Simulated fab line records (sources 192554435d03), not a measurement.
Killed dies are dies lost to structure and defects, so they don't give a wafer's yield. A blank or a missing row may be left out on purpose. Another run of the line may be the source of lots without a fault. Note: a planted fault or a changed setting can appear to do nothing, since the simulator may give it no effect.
Lot-split experiment + flow n5Finfet + 21 wafers read from 7 lots, route of 1938 steps

## SPLIT DETAILS
At N5_BEOL_M5_COAT_05 (resist thk 30 nm), the setting spinRpm was moved away from the recipe's 1500 rpm on 4 of the 21 wafers read, by -9.7% to +9.7%. The other wafers ran this setting at the recipe's value.

## FROM THE SPLIT TO THE READING: what the file shows between them, 4 steps
- N5_BEOL_M5_EBR_07
- N5_BEOL_M5_SOFTBAKE_06: time 60 s
- N5_BEOL_M5_EXPOSE_08: exposes mask M5, target cd 28 nm
- N5_BEOL_M5_PEB_09: peb time 60 s

## THE READING
CAR-EUV_of_BEOL_M5_COAT_05.thkNm (the simulator's own value, which no gauge read), in nm, at N5_BEOL_M5_DEVELOP_10 (develop time 30 s). No usual value for it is given in the file. Average 29.5 nm, standard deviation 0.096 nm, over the 17 wafers here run with the recipe.

| wafer  | tool, chamber at the split | spinRpm as run, rpm | against the recipe | CAR-EUV_of_BEOL_M5_COAT_05.thkNm, nm | against lot-mates on the recipe |
|--------|----------------------------|---------------------|--------------------|--------------------------------------|---------------------------------|
| L077.1 | lithoTrack-03, 0           | 1646                | +9.7%              | 28.2                                 | -1.3                            |
| L077.2 | lithoTrack-03, 0           | 1500                | recipe             | 29.6                                 | -                               |
| L077.5 | lithoTrack-03, 0           | 1500                | recipe             | 29.4                                 | -                               |
| L079.4 | lithoTrack-04, 0           | 1500                | recipe             | 29.6                                 | -                               |
| L079.5 | lithoTrack-04, 0           | 1354                | -9.7%              | 31.2                                 | +1.6                            |
| L079.6 | lithoTrack-04, 0           | 1354                | -9.7%              | 31.2                                 | +1.6                            |
| L082.1 | lithoTrack-03, 0           | 1500                | recipe             | 29.4                                 | -                               |
| L082.4 | lithoTrack-03, 0           | 1500                | recipe             | 29.4                                 | -                               |
| L082.5 | lithoTrack-03, 0           | 1500                | recipe             | 29.4                                 | -                               |
| L086.1 | lithoTrack-04, 0           | 1500                | recipe             | 29.6                                 | -                               |
| L086.3 | lithoTrack-04, 0           | 1500                | recipe             | 29.6                                 | -                               |
| L086.5 | lithoTrack-04, 0           | 1500                | recipe             | 29.6                                 | -                               |
| L087.2 | lithoTrack-03, 0           | 1500                | recipe             | 29.4                                 | -                               |
| L087.3 | lithoTrack-03, 0           | 1500                | recipe             | 29.6                                 | -                               |
| L087.5 | lithoTrack-03, 0           | 1456                | -2.9%              | 29.8                                 | +0.3                            |
| L093.1 | lithoTrack-02, 0           | 1500                | recipe             | 29.4                                 | -                               |
| L093.5 | lithoTrack-02, 0           | 1500                | recipe             | 29.4                                 | -                               |
| L093.6 | lithoTrack-02, 0           | 1500                | recipe             | 29.4                                 | -                               |
| L097.1 | lithoTrack-03, 0           | 1500                | recipe             | 29.4                                 | -                               |
| L097.4 | lithoTrack-03, 0           | 1500                | recipe             | 29.4                                 | -                               |
| L097.6 | lithoTrack-03, 0           | 1500                | recipe             | 29.4                                 | -                               |

THE FIT
A straight line over all 21 wafers: CAR-EUV_of_BEOL_M5_COAT_05.thkNm changes by -0.159 nm for each +1% of spinRpm; r = -0.98; the points scatter about the line by 0.13 nm.
The same after taking each lot's own level away (the mean of its wafers on the recipe; 21 wafers): -0.152 nm for each +1%; r = -0.99; scatter 0.079 nm.
Per that fit: largest spinRpm move, reading shift of 1.5 nm.
Measured against the standard deviation above, the lots' own levels, which go from 29.40 to 29.60 nm, span 2.1 times it.
So the lot-to-lot level changes the slope little: the two slopes agree.
Check: with one of the wafers moved furthest among these (-9.7%) left out of the fit, the line predicts +1.44 nm for it against its lot-mates. It came out at +1.6 nm against them.

## ADDITIONAL SPLITS CARRIED BY THESE WAFERS
Other splits were also applied to these wafers ahead of the reading. Each is held against what the fit with the lots' levels taken away leaves over:
| other split on the same wafers    | wafers away from the commonest value | r with CAR-EUV_of_BEOL_M5_COAT_05.thkNm (lot level and that fit taken away) |
|-----------------------------------|--------------------------------------|-----------------------------------------------------------------------------|
| N5_BEOL_M1_COAT_61 spinRpm        | 8                                    | -0.14                                                                       |
| N5_BEOL_M2_ETCH_69 biasW          | 7                                    | +0.12                                                                       |
| N5_BEOL_M2_TRENCH_ETCH_37 sourceW | 5                                    | -0.30                                                                       |
| N5_BEOL_M3_ETCH_70 biasW          | 9                                    | +0.13                                                                       |
| N5_BEOL_M4_COAT_67 spinRpm        | 6                                    | -0.14                                                                       |
| N5_BEOL_M4_EXPOSE_25 doseMj       | 7                                    | +0.43                                                                       |

## THE WHOLE CHAIN: every reading that the file lists as answering this split, in the file's order
| step                  | what it does      | reading                                                                           | change (the file's fit)               | r (the file's) |
|-----------------------|-------------------|-----------------------------------------------------------------------------------|---------------------------------------|----------------|
| N5_BEOL_M5_COAT_05    | resist thk 30 nm  | CAR-EUV_of_BEOL_M5_COAT_05.thkNm (the simulator's own value, which no gauge read) | -0.142 nm for each +1% of the setting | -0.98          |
| N5_BEOL_M5_DEVELOP_10 | develop time 30 s | CAR-EUV_of_BEOL_M5_COAT_05.thkNm (the simulator's own value, which no gauge read) | -0.147 nm for each +1% of the setting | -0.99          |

## FILE'S OWN FIT
CAR-EUV_of_BEOL_M5_COAT_05.thkNm changes by -0.147 nm for each +1% of spinRpm, r = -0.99.
